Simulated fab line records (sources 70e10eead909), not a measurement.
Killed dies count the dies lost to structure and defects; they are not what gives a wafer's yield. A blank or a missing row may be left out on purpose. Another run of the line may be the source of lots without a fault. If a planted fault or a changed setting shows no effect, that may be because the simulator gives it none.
Matching of chambers / flow nand-harc / NHARC_P_GATE_DESCUM_61 on rie-diel-12: 4 sister chambers
The step chemistry O2, time 3 s. 4 wafers are shown with their chamber, then 8 later ones without.

## EACH WAFER AND ITS CHAMBER
wafer=L082.4; chamber=2; drypump-motor-current-A (A)=6.6
wafer=L085.5; chamber=0; drypump-motor-current-A (A)=6.0
wafer=L085.6; chamber=3; drypump-motor-current-A (A)=6.4
wafer=L084.2; chamber=1; drypump-motor-current-A (A)=6.0

## WAFERS WITHOUT THEIR CHAMBER
wafer=L084.5; drypump-motor-current-A (A)=5.9
wafer=L084.6; drypump-motor-current-A (A)=6.4
wafer=L093.4; drypump-motor-current-A (A)=6.4
wafer=L093.5; drypump-motor-current-A (A)=6.6
wafer=L093.6; drypump-motor-current-A (A)=6.4
wafer=L095.1; drypump-motor-current-A (A)=5.9
wafer=L095.2; drypump-motor-current-A (A)=6.6
wafer=L095.6; drypump-motor-current-A (A)=6.4

## THE CHAMBER EACH PASSED THROUGH
wafer=L084.5; from the rows above=can't be placed: 0 or 1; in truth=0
wafer=L084.6; from the rows above=3; in truth=3
wafer=L093.4; from the rows above=3; in truth=3
wafer=L093.5; from the rows above=2; in truth=2
wafer=L093.6; from the rows above=3; in truth=3
wafer=L095.1; from the rows above=can't be placed: 0 or 1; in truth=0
wafer=L095.2; from the rows above=2; in truth=2
wafer=L095.6; from the rows above=3; in truth=3
Correctly placed: 6 of 8. From these rows, 2 cannot be placed; in 2 the true chamber is one of the candidates. Placed wrongly: 0.
How it was worked out, from the rows above alone: a wafer's distance from a chamber is the root of the sum, over the readings, of the square of ((its reading less the chamber's mean) divided by the reading's scatter). The wafer belongs to the nearest chamber; if the next one is less than 2 further off, it can't be placed. For every chamber, the mean is computed from those of its wafers that are shown. The scatter (one wafer shown for each chamber): square how far every hidden wafer sits from the nearest shown wafer, average those squares and take the square root.
